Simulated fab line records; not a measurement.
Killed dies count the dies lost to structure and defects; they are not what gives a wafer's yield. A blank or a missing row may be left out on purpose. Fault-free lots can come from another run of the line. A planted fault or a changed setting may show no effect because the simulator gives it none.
fab line records + flow n5Finfet
record:
- lots: 7
- wafers: 39
route steps=1938 shown PMOS_HMC_CHANNEL_EPI@73 SD_EPI_N@275 BEOL_M2@884 BEOL_M6@1212 BEOL_M9@1443
startH: start of the lot's first displayed wafer, in hours after the record's first day + waitH: hours from the lot's prior step to this one + " same as the row above + L1.1+2: a row that stands for several wafers + - no value present, or no start provided + * or withheld: withheld + < > ~ a bound
route shown NAME@n: NAME is a module with steps in the file, n the number in the route of the first one + usual: mean and standard deviation over wafers with no fault + same: alike in all rows + chamber/n: place in a boat + sites: per-site readings + _std_site: how widely they spread, as a standard deviation + _edge_site: outer sites' mean less inner sites' + radiusMm: how far each site lies from the wafer's centre + mask NAME#n: copy n + behind: the most recent tool/chamber to have shaped the wafer + hold: cause of the lot's hold/its duration in hours/its outcome + device: whichever transistor did not switch (one of n, p or np) + end of line: tests of these same wafers at the route's end + for a step that has no rows: nothing shown but its recipe + killed: count of dies lost to structure and defects at first sort (not the wafer's yield) + map: per-die view of a wafer (x killed, . not killed, _ where there is no die)
set.NAME: the setting the step ran with; set.NAME@STEP: the setting that earlier step ran with + model.NAME: the simulator's own value behind a step, which no gauge read
lots where settings were altered on purpose, with a table for each step and a row for each wafer
== steps ==
step: N5_PMOS_HMC_CHANNEL_EPI_ETCH_38
recipe:
- chemistry: CF4
- target: SiO2
- targetDepthA: 15
- ionEnergyEv: 350
- pressureMtorr: 10
- icpW: 800
- biasW: 400
- cf4FlowSccm: 80
| lot.wafer | tool     | chamber | startH | waitH | set.targetDepthA | model.etch.depthNm |
|-----------|----------|---------|--------|-------|------------------|--------------------|
| L077.1    | rieSi-04 | 0       | 35.96  | 0.0   | 18.13            | 1.82               |
| L077.2    | "        | 1       | "      | "     | 18.13            | 1.837              |
| L077.3    | "        | 2       | "      | "     | 15               | 1.489              |
| L077.4    | "        | 3       | "      | "     | 15               | 1.476              |
| L077.5    | "        | 1       | "      | "     | 15               | 1.526              |
| L077.6    | "        | 0       | "      | "     | 18.13            | 1.848              |
| L079.1    | rieSi-02 | 3       | 48.00  | 0.0   | 15               | 1.487              |
| L079.2    | "        | 2       | "      | "     | 15               | 1.513              |
| L079.3    | "        | 1       | "      | "     | 23.4             | 2.286              |
| L079.4    | "        | 0       | "      | "     | 23.4             | 2.387              |
| L079.5    | "        | 2       | "      | "     | 23.4             | 2.34               |
| L079.6    | "        | 1       | "      | "     | 15               | 1.475              |
| L081.3    | rieSi-04 | 2       | 59.94  | 0.0   | 15               | 1.493              |
| L081.4    | "        | 1       | "      | "     | 15               | 1.53               |
| L081.5    | "        | 1       | "      | "     | 15               | 1.518              |
| L086.1    | rieSi-02 | 1       | 90.03  | 0.0   | 18.59            | 1.827              |
| L086.2    | "        | 0       | "      | "     | 15               | 1.518              |
| L086.3    | "        | 3       | "      | "     | 15               | 1.488              |
| L086.4    | "        | 2       | "      | "     | 15               | 1.507              |
| L086.5    | "        | 2       | "      | "     | 18.59            | 1.863              |
| L086.6    | "        | 3       | "      | "     | 18.59            | 1.845              |
| L087.1    | rieSi-02 | 1       | 95.99  | 0.0   | 15               | 1.466              |
| L087.2+5  | "        | 2       | "      | "     | 15               | 1.518              |
| L087.3    | "        | 3       | "      | "     | 15               | 1.495              |
| L087.4    | "        | 0       | "      | "     | 15               | 1.525              |
| L087.6    | "        | 1       | "      | "     | 15               | 1.463              |
| L088.1    | rieSi-04 | 2       | 102.08 | 0.0   | 15               | 1.489              |
| L088.2    | "        | 3       | "      | "     | 15               | 1.474              |
| L088.3    | "        | 1       | "      | "     | 15               | 1.515              |
| L088.4    | "        | 0       | "      | "     | 15               | 1.5                |
| L088.5    | "        | 1       | "      | "     | 15               | 1.508              |
| L088.6    | "        | 0       | "      | "     | 15               | 1.505              |
| L095.1    | rieSi-03 | 1       | 143.90 | 0.0   | 15               | 1.489              |
| L095.2    | "        | 2       | "      | "     | 10.37            | 1.034              |
| L095.3    | "        | 0       | "      | "     | 15               | 1.495              |
| L095.4    | "        | 3       | "      | "     | 10.37            | 1.03               |
| L095.5    | "        | 2       | "      | "     | 15               | 1.483              |
| L095.6    | "        | 3       | "      | "     | 10.37            | 1.036              |
step: N5_SD_EPI_N_ETCH_35
recipe:
- chemistry: N2/H2
- target: SOC
- overetchA: 1080
- maskMaterial: SiARC
- tempC: 40
- ionEnergyEv: 100
- sourceW: 3000
- biasW: 133
- pressureMtorr: 20
- timeS: 486
- n2FlowSccm: 200
- h2FlowSccm: 200
| lot.wafer | tool       | chamber | startH | waitH | set.timeS | model.SD_EPI_N.cdNm | model.SiARC_of_SD_EPI_N_COAT_33.thkNm |
|-----------|------------|---------|--------|-------|-----------|---------------------|---------------------------------------|
| L077.1    | rieDiel-05 | 3       | 66.69  | 0.0   | 486       | 121.4               | 20                                    |
| L077.2    | "          | 1       | "      | "     | 740.3     | 128.6               | 11.6                                  |
| L077.3    | "          | 2       | "      | "     | 486       | 121.2               | 19.4                                  |
| L077.4    | "          | 1       | "      | "     | 486       | 121.4               | 19.6                                  |
| L077.5    | "          | 2       | "      | "     | 740.3     | 130.2               | 11.2                                  |
| L077.6    | "          | 3       | "      | "     | 740.3     | 128.8               | 12.4                                  |
| L079.1    | rieDiel-01 | 2       | 78.61  | 0.0   | 486       | 120.2               | 19.4                                  |
| L079.2    | "          | 3       | "      | "     | 486       | 120.4               | 19.6                                  |
| L079.3    | "          | 1       | "      | "     | 713       | 127.4               | 12.6                                  |
| L079.4    | "          | 0       | "      | "     | 486       | 119.2               | 19.8                                  |
| L079.5    | "          | 0       | "      | "     | 713       | 127.4               | 12.8                                  |
| L079.6    | "          | 3       | "      | "     | 713       | 128.2               | 12.6                                  |
| L081.3    | rieDiel-06 | 2       | 92.48  | 0.0   | 486       | 120.8               | 20                                    |
| L081.4    | "          | 1       | "      | "     | 486       | 121.6               | 20                                    |
| L081.5    | "          | 0       | "      | "     | 486       | 122.8               | 19.4                                  |
| L086.1    | rieDiel-05 | 3       | 122.90 | 0.1   | 486       | 120.6               | 19.6                                  |
| L086.2    | "          | 2       | "      | "     | 486       | 121.8               | 19.2                                  |
| L086.3    | "          | 2       | "      | "     | 579.4     | 123.8               | 16                                    |
| L086.4    | "          | 3       | "      | "     | 579.4     | 124.4               | 16.6                                  |
| L086.5    | "          | 2       | "      | "     | 486       | 122.6               | 19.4                                  |
| L086.6    | "          | 3       | "      | "     | 579.4     | 123.8               | 16.8                                  |
| L087.1    | rieDiel-06 | 3       | 127.03 | 0.0   | 486       | 120                 | 19.8                                  |
| L087.2    | "          | 0       | "      | "     | 687.4     | 127.6               | 13                                    |
| L087.3    | "          | 2       | "      | "     | 687.4     | 125.8               | 13.6                                  |
| L087.4    | "          | 1       | "      | "     | 486       | 120.6               | 19.6                                  |
| L087.5    | "          | 1       | "      | "     | 486       | 121.8               | 19.6                                  |
| L087.6    | "          | 2       | "      | "     | 687.4     | 127.4               | 13.4                                  |
| L088.1    | rieDiel-01 | 3       | 133.28 | 0.0   | 385.8     | 116                 | 22.8                                  |
| L088.2    | "          | 0       | "      | "     | 486       | 119                 | 20                                    |
| L088.3    | "          | 1       | "      | "     | 385.8     | 116                 | 23                                    |
| L088.4    | "          | 2       | "      | "     | 486       | 119                 | 19.6                                  |
| L088.5    | "          | 2       | "      | "     | 385.8     | 115.4               | 22.8                                  |
| L088.6    | "          | 3       | "      | "     | 486       | 118.8               | 19.6                                  |
| L095.1    | rieDiel-01 | 1       | 175.96 | 0.0   | 486       | 121                 | 19.8                                  |
| L095.2    | "          | 3       | "      | "     | 486       | 121.2               | 19.8                                  |
| L095.3    | "          | 2       | "      | "     | 264.8     | 112.6               | 26.6                                  |
| L095.4    | "          | 0       | "      | "     | 264.8     | 113.2               | 26.8                                  |
| L095.5    | "          | 2       | "      | "     | 486       | 120.2               | 19.6                                  |
| L095.6    | "          | 3       | "      | "     | 264.8     | 113.8               | 26.8                                  |
step: N5_SD_EPI_N_STRIP_36
recipe:
- chemistry: N2/H2
- tempC: 40
- n2FlowSccm: 200
- h2FlowSccm: 200
- rfFrequencyHz: 6e+07
step: N5_SD_EPI_N_ETCHBACK_44
recipe:
- chemistry: CH3F/O2
- mode: anisotropicEtchback
- target: SiNx
- targetDepthA: 145
- stopOn: SiO2
- overEtchFrac: 0.3
- ionEnergyEv: 120
- pressureMtorr: 30
- sourceW: 395
- biasW: 73
- Ar_flow_sccm: 150
- CH3F_flow_sccm: 30
- O2_flow_sccm: 20
step: N5_SD_EPI_N_ETCH_45
recipe:
- chemistry: CH3F/O2
- target: SiOCN
- targetDepthA: 60
- maskMaterial: SOC
- ionEnergyEv: 60
- biasW: 29
- pressureMtorr: 15
- sourceW: 410
- Ar_flow_sccm: 150
- CH3F_flow_sccm: 30
- O2_flow_sccm: 20
| lot.wafer  | tool       | chamber | startH | waitH | set.timeS@SD_EPI_N_ETCH_35 | model.SD_EPI_N.cdNm |
|------------|------------|---------|--------|-------|----------------------------|---------------------|
| L077.1+3+4 | rieDiel-05 | 3,2,1   | 67.12  | 0.1   | 486                        | 121.4               |
| L077.2+6   | "          | 1,3     | "      | "     | 740.3                      | 128.6               |
| L077.5     | "          | 2       | "      | "     | 740.3                      | 130.2               |
| L079.1     | rieDiel-01 | 2       | 79.03  | 0.1   | 486                        | 120                 |
| L079.2     | "          | 3       | "      | "     | 486                        | 120.4               |
| L079.3     | "          | 1       | "      | "     | 713                        | 127.6               |
| L079.4     | "          | 0       | "      | "     | 486                        | 119.2               |
| L079.5     | "          | 0       | "      | "     | 713                        | 127.4               |
| L079.6     | "          | 3       | "      | "     | 713                        | 128.2               |
| L081.3     | rieDiel-06 | 2       | 92.90  | 0.1   | 486                        | 120.8               |
| L081.4     | "          | 1       | "      | "     | 486                        | 121.8               |
| L081.5     | "          | 0       | "      | "     | 486                        | 122.8               |
| L086.1     | rieDiel-05 | 3       | 123.54 | 0.1   | 486                        | 120.6               |
| L086.2     | "          | 2       | "      | "     | 486                        | 121.8               |
| L086.3+6   | "          | 2,3     | "      | "     | 579.4                      | 123.8               |
| L086.4     | "          | 3       | "      | "     | 579.4                      | 124.2               |
| L086.5     | "          | 2       | "      | "     | 486                        | 122.6               |
| L087.1     | rieDiel-06 | 3       | 127.45 | 0.1   | 486                        | 120                 |
| L087.2+6   | "          | 0,2     | "      | "     | 687.4                      | 127.4               |
| L087.3     | "          | 2       | "      | "     | 687.4                      | 125.8               |
| L087.4     | "          | 1       | "      | "     | 486                        | 120.6               |
| L087.5     | "          | 1       | "      | "     | 486                        | 122                 |
| L088.1+3   | rieDiel-01 | 3,1     | 133.70 | 0.1   | 385.8                      | 116                 |
| L088.2+4   | "          | 0,2     | "      | "     | 486                        | 119                 |
| L088.5     | "          | 2       | "      | "     | 385.8                      | 115.4               |
| L088.6     | "          | 3       | "      | "     | 486                        | 118.8               |
| L095.1     | rieDiel-01 | 1       | 176.39 | 0.1   | 486                        | 121                 |
| L095.2     | "          | 3       | "      | "     | 486                        | 121.2               |
| L095.3     | "          | 2       | "      | "     | 264.8                      | 112.6               |
| L095.4     | "          | 0       | "      | "     | 264.8                      | 113.2               |
| L095.5     | "          | 2       | "      | "     | 486                        | 120.2               |
| L095.6     | "          | 3       | "      | "     | 264.8                      | 113.8               |
step: N5_BEOL_M2_ETCH_70
recipe:
- chemistry: N2/H2
- target: SOC
- targetDepthA: 800
- overetchA: 240
- maskMaterial: SiARC
- tempC: 40
- timeS: 130
- ionEnergyEv: 200
- pressureMtorr: 30
- sourceW: 840
- biasW: 150
- n2FlowSccm: 200
- h2FlowSccm: 200
| lot.wafer      | tool       | chamber   | startH | waitH | set.timeS | model.SiARC_of_BEOL_M2_COAT_68.thkNm |
|----------------|------------|-----------|--------|-------|-----------|--------------------------------------|
| L077.1+2+3     | rieDiel-05 | 1,3,2     | 153.41 | 0.0   | 130       | 5.6                                  |
| L077.4         | "          | 0         | "      | "     | 64.22     | 9                                    |
| L077.5+6       | "          | 2,3       | "      | "     | 64.22     | 8.8                                  |
| L079.1+4       | rieDiel-05 | 1,2       | 166.75 | 0.0   | 103       | 7                                    |
| L079.2+5+6     | "          | 3,2,1     | "      | "     | 130       | 5.6                                  |
| L079.3         | "          | 0         | "      | "     | 103       | 7.2                                  |
| L081.3         | rieDiel-01 | 2         | 181.29 | 0.0   | 130       | 5.8                                  |
| L081.4+5       | "          | 0,1       | "      | "     | 130       | 6                                    |
| L086.1+2+5+6   | rieDiel-01 | 1,0,1,0   | 211.55 | 0.0   | 130       | 6                                    |
| L086.3+4       | "          | 3,2       | "      | "     | 130       | 5.8                                  |
| L087.1         | rieDiel-01 | 3         | 213.39 | 0.0   | 97.08     | 7.4                                  |
| L087.2+4       | "          | 1,0       | "      | "     | 97.08     | 7.6                                  |
| L087.3         | "          | 2         | "      | "     | 130       | 5.8                                  |
| L087.5+6       | "          | 3,0       | "      | "     | 130       | 6                                    |
| L088.1         | rieDiel-05 | 0         | 229.77 | 0.0   | 130       | 6                                    |
| L088.2+5       | "          | 1,0       | "      | "     | 130       | 5.8                                  |
| L088.3+4+6     | "          | 3,2,3     | "      | "     | 179.1     | 3.4                                  |
| L095.1+3+4+5+6 | rieDiel-01 | 3,2,1,2,3 | 259.08 | 0.0   | 130       | 5.8                                  |
| L095.2         | "          | 1         | "      | "     | 130       | 6                                    |
step: N5_BEOL_M6_ETCH_62
recipe:
- chemistry: N2/H2
- target: SOC
- targetDepthA: 1100
- overetchA: 220
- maskMaterial: SiARC
- tempC: 40
- timeS: 165
- ionEnergyEv: 200
- pressureMtorr: 30
- sourceW: 840
- biasW: 150
- n2FlowSccm: 200
- h2FlowSccm: 200
| lot.wafer        | tool       | chamber     | startH | waitH | set.targetDepthA | model.SiARC_of_BEOL_M6_COAT_60.thkNm |
|------------------|------------|-------------|--------|-------|------------------|--------------------------------------|
| L077.1+2+3+4+5+6 | rieDiel-05 | 2,1,0,3,1,2 | 196.26 | 0.0   | 1100             | 28.4                                 |
| L079.1+3+4       | rieDiel-06 | 2,3,1       | 209.85 | 0.0   | 1100             | 28.2                                 |
| L079.2           | "          | 0           | "      | "     | 1100             | 28                                   |
| L079.5+6         | "          | 1,2         | "      | "     | 1100             | 28.4                                 |
| L081.3+5         | rieDiel-05 | 0,3         | 225.95 | 0.0   | 1100             | 28.2                                 |
| L081.4           | "          | 3           | "      | "     | 1100             | 28                                   |
| L086.1+6         | rieDiel-01 | 3           | 255.24 | 0.0   | 1100             | 28.2                                 |
| L086.2+5         | "          | 1,2         | "      | "     | 445.4            | 31.6                                 |
| L086.3           | "          | 2           | "      | "     | 1100             | 28.4                                 |
| L086.4           | "          | 1           | "      | "     | 445.4            | 31.8                                 |
| L087.1+6         | rieDiel-05 | 3,2         | 256.91 | 0.0   | 1100             | 28                                   |
| L087.2+5         | "          | 2,3         | "      | "     | 1558             | 25.6                                 |
| L087.3           | "          | 1           | "      | "     | 1558             | 25.8                                 |
| L087.4           | "          | 0           | "      | "     | 1100             | 28.2                                 |
| L088.1+2+5       | rieDiel-05 | 3,2,1       | 275.77 | 0.0   | 1100             | 28.4                                 |
| L088.3+4+6       | "          | 1,0,0       | "      | "     | 1100             | 28.2                                 |
| L095.1           | rieDiel-06 | 1           | 303.36 | 0.0   | 1100             | 28.6                                 |
| L095.2+5+6       | "          | 0,3,1       | "      | "     | 1100             | 28.4                                 |
| L095.3+4         | "          | 3,0         | "      | "     | 1100             | 28.2                                 |
step: N5_BEOL_M6_STRIP_68
recipe:
- chemistry: N2/H2
- tempC: 40
- n2FlowSccm: 200
- h2FlowSccm: 200
- rfFrequencyHz: 6e+07
step: N5_BEOL_M6_STRIP_67
recipe:
- chemistry: CF4
- resist: SiARC
- powerW: 300
- biasPowerW: 75
- pressureMtorr: 50
- cf4FlowSccm: 150
- rfFrequencyHz: 6e+07
step: N5_BEOL_M6_HM_OPEN_17
recipe:
- chemistry: Cl2/BCl3
- targetDepthA: 200
- overetchA: 60
- target: TiN
- maskMaterial: SOC
- ionEnergyEv: 150
- pressureMtorr: 10
- icpW: 1000
- biasW: 126
- Cl2_flow_sccm: 53.25
- bcl3FlowSccm: 21.75
- Ar_flow_sccm: 25
| lot.wafer | tool        | chamber | startH | waitH | set.targetDepthA@BEOL_M6_ETCH_62 | model.etch.depthNm |
|-----------|-------------|---------|--------|-------|----------------------------------|--------------------|
| L077.1    | rieMetal-02 | 1       | 196.44 | 0.0   | 1100                             | 20.08              |
| L077.2    | "           | 0       | "      | "     | 1100                             | 19.61              |
| L077.3    | "           | 0       | "      | "     | 1100                             | 19.75              |
| L077.4    | "           | 1       | "      | "     | 1100                             | 19.8               |
| L077.5    | "           | 0       | "      | "     | 1100                             | 19.76              |
| L077.6    | "           | 1       | "      | "     | 1100                             | 19.7               |
| L079.1+6  | rieMetal-02 | 1,0     | 210.03 | 0.0   | 1100                             | 19.74              |
| L079.2    | "           | 0       | "      | "     | 1100                             | 19.89              |
| L079.3+5  | "           | 0,1     | "      | "     | 1100                             | 19.84              |
| L079.4    | "           | 1       | "      | "     | 1100                             | 19.88              |
| L081.3    | rieMetal-01 | 0       | 226.17 | 0.1   | 1100                             | 19.91              |
| L081.4    | "           | 1       | "      | "     | 1100                             | 19.58              |
| L081.5    | "           | 1       | "      | "     | 1100                             | 19.7               |
| L086.1    | rieMetal-01 | 0       | 255.43 | 0.0   | 1100                             | 20.1               |
| L086.2    | "           | 1       | "      | "     | 445.4                            | 20                 |
| L086.3    | "           | 0       | "      | "     | 1100                             | 19.64              |
| L086.4    | "           | 1       | "      | "     | 445.4                            | 19.95              |
| L086.5    | "           | 0       | "      | "     | 445.4                            | 20.13              |
| L086.6    | "           | 1       | "      | "     | 1100                             | 19.95              |
| L087.1    | rieMetal-02 | 0       | 257.10 | 0.0   | 1100                             | 19.76              |
| L087.2    | "           | 1       | "      | "     | 1558                             | 14.14              |
| L087.3    | "           | 0       | "      | "     | 1558                             | 14.13              |
| L087.4    | "           | 1       | "      | "     | 1100                             | 19.63              |
| L087.5    | "           | 1       | "      | "     | 1558                             | 14.08              |
| L087.6    | "           | 0       | "      | "     | 1100                             | 20.02              |
| L088.1    | rieMetal-03 | 0       | 275.96 | 0.0   | 1100                             | 19.79              |
| L088.2    | "           | 1       | "      | "     | 1100                             | 19.69              |
| L088.3    | "           | 1       | "      | "     | 1100                             | 19.82              |
| L088.4    | "           | 0       | "      | "     | 1100                             | 20.04              |
| L088.5    | "           | 1       | "      | "     | 1100                             | 19.85              |
| L088.6    | "           | 0       | "      | "     | 1100                             | 19.78              |
| L095.1    | rieMetal-02 | 0       | 303.55 | 0.0   | 1100                             | 19.98              |
| L095.2    | "           | 1       | "      | "     | 1100                             | 19.87              |
| L095.3    | "           | 0       | "      | "     | 1100                             | 19.83              |
| L095.4    | "           | 1       | "      | "     | 1100                             | 20.12              |
| L095.5    | "           | 0       | "      | "     | 1100                             | 19.97              |
| L095.6    | "           | 1       | "      | "     | 1100                             | 20.04              |
step: N5_BEOL_M9_VIA_ETCH_34
recipe:
- chemistry: C4F6/O2
- target: SiCOH_lowk
- targetDepthA: 1824
- maskMaterial: SOC
- taperDeg: 4
- timeS: 68.4
- ionEnergyEv: 250
- pressureMtorr: 30
- sourceW: 345
- biasW: 185
- Ar_flow_sccm: 300
- C4F6_flow_sccm: 10
- O2_flow_sccm: 10
| lot.wafer | tool       | chamber | startH | waitH | set.targetDepthA | model.etch.depthNm | model.SOC_of_BEOL_M9_COAT_63.thkNm |
|-----------|------------|---------|--------|-------|------------------|--------------------|------------------------------------|
| L077.1    | rieDiel-04 | 2       | 229.45 | 0.0   | 1824             | 184.8              | 51                                 |
| L077.2    | "          | 3       | "      | "     | 1824             | 180                | 51.2                               |
| L077.3    | "          | 0       | "      | "     | 1824             | 180.3              | 51.2                               |
| L077.4    | "          | 1       | "      | "     | 1824             | 181.7              | 51.2                               |
| L077.5    | "          | 2       | "      | "     | 1824             | 184.6              | 51                                 |
| L077.6    | "          | 3       | "      | "     | 1824             | 181.2              | 51.2                               |
| L079.1    | rieDiel-04 | 2       | 240.60 | 0.0   | 1467             | 149.5              | 52.8                               |
| L079.2    | "          | 3       | "      | "     | 1467             | 146.3              | 53                                 |
| L079.3    | "          | 1       | "      | "     | 1824             | 179.8              | 51.2                               |
| L079.4    | "          | 0       | "      | "     | 1824             | 181.4              | 51                                 |
| L079.5    | "          | 1       | "      | "     | 1824             | 180.9              | 51.2                               |
| L079.6    | "          | 2       | "      | "     | 1467             | 148.2              | 53                                 |
| L081.3    | rieDiel-04 | 3       | 250.37 | 0.0   | 1824             | 181.5              | 51.2                               |
| L081.4    | "          | 0       | "      | "     | 1824             | 179.6              | 51.2                               |
| L081.5    | "          | 1       | "      | "     | 1824             | 181.8              | 51                                 |
| L086.1    | rieDiel-04 | 1       | 283.10 | 0.0   | 1824             | 180.9              | 51                                 |
| L086.2    | "          | 2       | "      | "     | 2502             | 250.9              | 48                                 |
| L086.3    | "          | 0       | "      | "     | 1824             | 180.9              | 51.2                               |
| L086.4    | "          | 3       | "      | "     | 1824             | 181.6              | 51.2                               |
| L086.5    | "          | 3       | "      | "     | 2502             | 248                | 47.8                               |
| L086.6    | "          | 2       | "      | "     | 2502             | 250.8              | 47.8                               |
| L087.1    | rieDiel-03 | 1       | 290.28 | 0.0   | 1824             | 189.6              | 51                                 |
| L087.2    | "          | 3       | "      | "     | 1824             | 181.6              | 51                                 |
| L087.3    | "          | 2       | "      | "     | 1183             | 117.7              | 54.4                               |
| L087.4    | "          | 0       | "      | "     | 1183             | 118                | 54.4                               |
| L087.5    | "          | 3       | "      | "     | 1824             | 180.8              | 51.2                               |
| L087.6    | "          | 0       | "      | "     | 1183             | 118.5              | 54.2                               |
| L088.1    | rieDiel-04 | 2       | 307.75 | 0.0   | 1200             | 121.1              | 54.2                               |
| L088.2    | "          | 0       | "      | "     | 1824             | 180                | 51.4                               |
| L088.3    | "          | 1       | "      | "     | 1824             | 179.5              | 51.4                               |
| L088.4    | "          | 0       | "      | "     | 1200             | 119.7              | 54.2                               |
| L088.5    | "          | 1       | "      | "     | 1824             | 179.1              | 51.4                               |
| L088.6    | "          | 2       | "      | "     | 1200             | 121.4              | 54.4                               |
| L095.1    | rieDiel-02 | 3       | 334.30 | 0.0   | 1253             | 128.6              | 53.6                               |
| L095.2    | "          | 2       | "      | "     | 1824             | 187.2              | 50.6                               |
| L095.3    | "          | 1       | "      | "     | 1824             | 184.2              | 50.8                               |
| L095.4    | "          | 0       | "      | "     | 1824             | 180.5              | 50.8                               |
| L095.5    | "          | 3       | "      | "     | 1253             | 127.3              | 53.8                               |
| L095.6    | "          | 0       | "      | "     | 1253             | 124                | 53.8                               |
== key ==
split:
- step: N5_PMOS_HMC_CHANNEL_EPI_ETCH_38
- setting: targetDepthA
- stated: 15
- by: wafer
response:
- step: N5_PMOS_HMC_CHANNEL_EPI_ETCH_38
- reading: model.etch.depthNm
- change: +0.015
- per: 1%
- r: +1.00
split:
- step: N5_SD_EPI_N_ETCH_35
- setting: timeS
- stated: 486
- by: wafer
response:
- step: N5_SD_EPI_N_ETCH_35
- reading: model.SD_EPI_N.cdNm
- change: +0.156
- per: 1%
- r: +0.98
response:
- step: N5_SD_EPI_N_ETCH_35
- reading: model.SiARC_of_SD_EPI_N_COAT_33.thkNm
- change: -0.152
- per: 1%
- r: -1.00
response:
- step: N5_SD_EPI_N_ETCH_45
- reading: model.SD_EPI_N.cdNm
- change: +0.155
- per: 1%
- r: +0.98
split:
- step: N5_BEOL_M2_ETCH_70
- setting: timeS
- stated: 130
- by: wafer
response:
- step: N5_BEOL_M2_ETCH_70
- reading: model.SiARC_of_BEOL_M2_COAT_68.thkNm
- change: -0.0651
- per: 1%
- r: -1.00
split:
- step: N5_BEOL_M6_ETCH_62
- setting: targetDepthA
- stated: 1100
- by: wafer
response:
- step: N5_BEOL_M6_ETCH_62
- reading: model.SiARC_of_BEOL_M6_COAT_60.thkNm
- change: -0.0573
- per: 1%
- r: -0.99
response:
- step: N5_BEOL_M6_HM_OPEN_17
- reading: model.etch.depthNm
- shape: bent
- atLowest: 20.03
- atStated: 19.84
- atHighest: 14.12
split:
- step: N5_BEOL_M9_VIA_ETCH_34
- setting: targetDepthA
- stated: 1824
- by: wafer
response:
- step: N5_BEOL_M9_VIA_ETCH_34
- reading: model.etch.depthNm
- change: +1.81
- per: 1%
- r: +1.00
response:
- step: N5_BEOL_M9_VIA_ETCH_34
- reading: model.SOC_of_BEOL_M9_COAT_63.thkNm
- change: -0.09
- per: 1%
- r: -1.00
